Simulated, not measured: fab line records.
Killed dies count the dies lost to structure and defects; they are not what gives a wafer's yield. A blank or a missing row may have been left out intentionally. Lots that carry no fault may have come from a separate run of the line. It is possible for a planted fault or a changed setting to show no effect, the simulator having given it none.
Chamber matching :: flow n5 finfet :: N5_BEOL_M2_ALD_98 on ald sin-03 has 4 sister chambers
The step deposits SiO2, target thk 2.5 nm, pulse time 1 s, co reactant pulse time 1 s. 4 wafers are shown with their chamber, then 7 later ones without.

WAFERS WITH THEIR CHAMBER
wafer: L081.2
chamber: 3
heater power w (W): 66

wafer: L090.5
chamber: 0
heater power w (W): 82

wafer: L088.1
chamber: 2
heater power w (W): 69

wafer: L088.2
chamber: 1
heater power w (W): 76

WAFERS WHOSE CHAMBER IS MISSING
wafer: L088.3
heater power w (W): 81

wafer: L096.1
heater power w (W): 79

wafer: L096.3
heater power w (W): 67

wafer: L096.5
heater power w (W): 66

wafer: L097.2
heater power w (W): 79

wafer: L097.4
heater power w (W): 70

wafer: L097.6
heater power w (W): 69

CHAMBER TAKEN BY EACH
wafer: L088.3
from the rows above: 0
in truth: 0

wafer: L096.1
from the rows above: can't be placed: 0 or 1
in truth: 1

wafer: L096.3
from the rows above: can't be placed: 3 or 2
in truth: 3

wafer: L096.5
from the rows above: can't be placed: 3 or 2
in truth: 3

wafer: L097.2
from the rows above: can't be placed: 0 or 1
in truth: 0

wafer: L097.4
from the rows above: can't be placed: 2 or 3
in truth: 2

wafer: L097.6
from the rows above: can't be placed: 2 or 3
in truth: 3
Correctly placed: 1 of 7. From these rows, 6 cannot be placed; in 6 the true chamber is one of the candidates. 0 placed wrongly.
How it was worked out, from the rows above alone: a wafer's distance from a chamber is the root of the sum, over the readings, of the square of ((its reading less the chamber's mean) divided by the reading's scatter). If the next closest chamber is less than 2 further off than the closest, the wafer can't be placed; otherwise it belongs to the closest. Each chamber's mean is taken over the wafers shown for it. The scatter (one wafer shown for each chamber): square how far every hidden wafer sits from the nearest shown wafer, average those squares and take the square root.
